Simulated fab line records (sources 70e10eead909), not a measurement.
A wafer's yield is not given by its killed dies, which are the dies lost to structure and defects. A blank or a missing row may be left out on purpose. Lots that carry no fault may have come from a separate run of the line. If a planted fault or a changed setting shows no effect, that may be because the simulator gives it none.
Matching of chambers -- flow nand-harc -- NHARC_A_CHANNEL_FILL_D2_ALD_02 on ald-hk-03 has 4 sister chambers
The step deposits SiO2, target thk 6 nm, pulse time 10 s, ald cycles 60. 4 wafers are shown with their chamber, then 7 later ones without.

WAFERS WITH THEIR CHAMBER
wafer,chamber,heater-power-w (W)
L366.3,2,530
L366.6,1,421
L372.2,0,415
L372.3,3,513

WAFERS WITH NO CHAMBER GIVEN
wafer,heater-power-w (W)
L372.6,435
L374.2,416
L374.3,493
L374.5,498
L381.2,503
L381.3,423
L381.4,513

CHAMBER TAKEN BY EACH
wafer,from the rows above,in truth
L372.6,can't be placed: 1 or 0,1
L374.2,can't be placed: 0 or 1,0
L374.3,can't be placed: 3 or 2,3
L374.5,can't be placed: 3 or 2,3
L381.2,can't be placed: 3 or 2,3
L381.3,can't be placed: 1 or 0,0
L381.4,can't be placed: 3 or 2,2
Correct placement for 0 of the 7. Cannot be placed on the basis of these rows: 7; the candidates contain the true chamber in 7. Wrongly placed: 0.
How it was worked out, from the rows above alone: a wafer's distance from a chamber is the root of the sum, over the readings, of the square of ((its reading less the chamber's mean) divided by the reading's scatter). The wafer belongs to the nearest chamber; if the next one is less than 2 further off, it can't be placed. The mean given for a chamber averages the wafers shown for that chamber. The scatter (one wafer shown for each chamber): square how far every hidden wafer sits from the nearest shown wafer, average those squares and take the square root.
